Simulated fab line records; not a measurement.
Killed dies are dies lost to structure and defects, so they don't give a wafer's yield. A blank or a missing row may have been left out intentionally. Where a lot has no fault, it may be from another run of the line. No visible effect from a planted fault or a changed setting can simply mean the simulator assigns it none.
A struck lot beside a sound one || flow nandHarc || 15 steps out of a route of 1302
Sound: these wafers, L166.3, L166.4, L166.5. Struck: wafers L163.4, L163.5. (L163.2 of the same lot was not struck and is left out.) The cause comes at the end.
Order at every step that has rows: each side's tool, ch and its chambers, its first start. Under that, the readings that differ: sound wafers || struck wafers || difference of the means || sigmas: that difference in standard deviations of wafers without a fault.
alike: a reading whose means differ by less than 2 such deviations, as well as words and numbers matching on both sides. not compared: withheld readings; readings where some wafer has no value; bounds like >300 that might hide an equal value; numbers whose values overlap and for which the record gives no deviation.
The two part at a step that has a row with sigmas, a row that says differs or no value, or rows on one side only. Non-overlapping numbers with no deviation appear without sigmas and do not part them. A reading missing from all wafers of one side parts the sides only when that side holds two or more wafers.

NHARC_A_M1_INSPECT_11:
  sound on defectInspect-01, day 30 18:41; struck on defectInspect-01, day 30 14:56
  alike: rawDefectCount
NHARC_A_M1_DESCUM_14: chemistry O2, time 3 s.
  sound on rieDiel-11 ch 1,2,3, day 30 18:46; struck on rieDiel-02 ch 1,2, day 30 15:00
  alike: drypumpMotorCurrentA, mfcArSccm, o2FlowSccm, oesProductAu, rfVppV, showerheadPlenumPTorr, throttleValvePct
  not compared: rfHoursCounterH
then, 1 step without rows for these wafers: NHARC_A_M1_ETCH_35 (etches the open film in N2/H2, target depth 40 nm, overetch 12 nm, time 43.94 s).
NHARC_A_M1_ETCH_15: etches the open film in C4F8/Ar, target depth 182.5 nm, time 91.2 s.
  sound on rieDiel-11 ch 1,2; struck on rieDiel-02 ch 0,2
  alike: oesProductAu, rfVppV
  not compared: rfHoursCounterH
NHARC_A_M1_CD_MEAS_16:
  sound on cdSem-03, day 30 19:04; struck on cdSem-01, day 30 15:20
  alike: cdNm
NHARC_A_M1_STRIP_18: strips in N2/H2.
  sound on rieDiel-11 ch 1,2,3, day 30 19:09; struck on rieDiel-11 ch 1,2, day 30 15:25
  alike: drypumpMotorCurrentA, mfcArSccm, n2FlowSccm, oesProductAu, powerW, rfVppV, showerheadPlenumPTorr, throttleValvePct
  not compared: rfHoursCounterH
then, 5 steps without rows for these wafers: NHARC_A_M1_ETCH_28 (etches the open film in CF4/N2, target depth 30 nm, time 72.99 s); NHARC_A_M1_STRIP_19 (strips in post etch residue remover, time 600 s); NHARC_A_M1_DEGAS_29 (time 60 s); NHARC_A_M1_PRE_CLEAN_30 (time 30 s); NHARC_A_M1_PVD_20 (deposits TaN, target thk 5 nm, time 8.06 s).
NHARC_A_M1_PVD_21: deposits Cu, target thk 30 nm, time 20.49 s.
  sound on pvdSputter-03; struck on pvdSputter-02
  alike: chamberPressurePa, throttleValvePct
NHARC_A_M1_ECD_22: material Cu, target thk 400 nm.
  sound on ecdCu-01 ch 0,1, day 30 20:14; struck on ecdCu-02 ch 0,1, day 30 16:27
  alike: bathTempC
NHARC_A_M1_ANNEAL_31: time 90 s.
  sound on rtpAnneal-01 ch 0, day 30 20:37; struck on rtpAnneal-02 ch 0, day 30 16:50
  alike: wafer_temp_C_max
NHARC_A_M1_CMP_23: polishes, t overpolish 20 s, target thk 154.34 nm.
  sound on cmp-02 ch 0,2, day 30 20:53; struck on cmp-03 ch 0, day 30 17:08
{"reading": "timeToEndpointS (s)", "sound": "26.6 27.0 29.3", "struck": "13.9 14.6", "difference": -13.4, "sigmas": -6}
  alike: motorCurrentA

== WHERE THEY PART ==
At NHARC_A_M1_CMP_23 and nowhere else, as far as this record goes.

WHY: whatever the simulator had introduced
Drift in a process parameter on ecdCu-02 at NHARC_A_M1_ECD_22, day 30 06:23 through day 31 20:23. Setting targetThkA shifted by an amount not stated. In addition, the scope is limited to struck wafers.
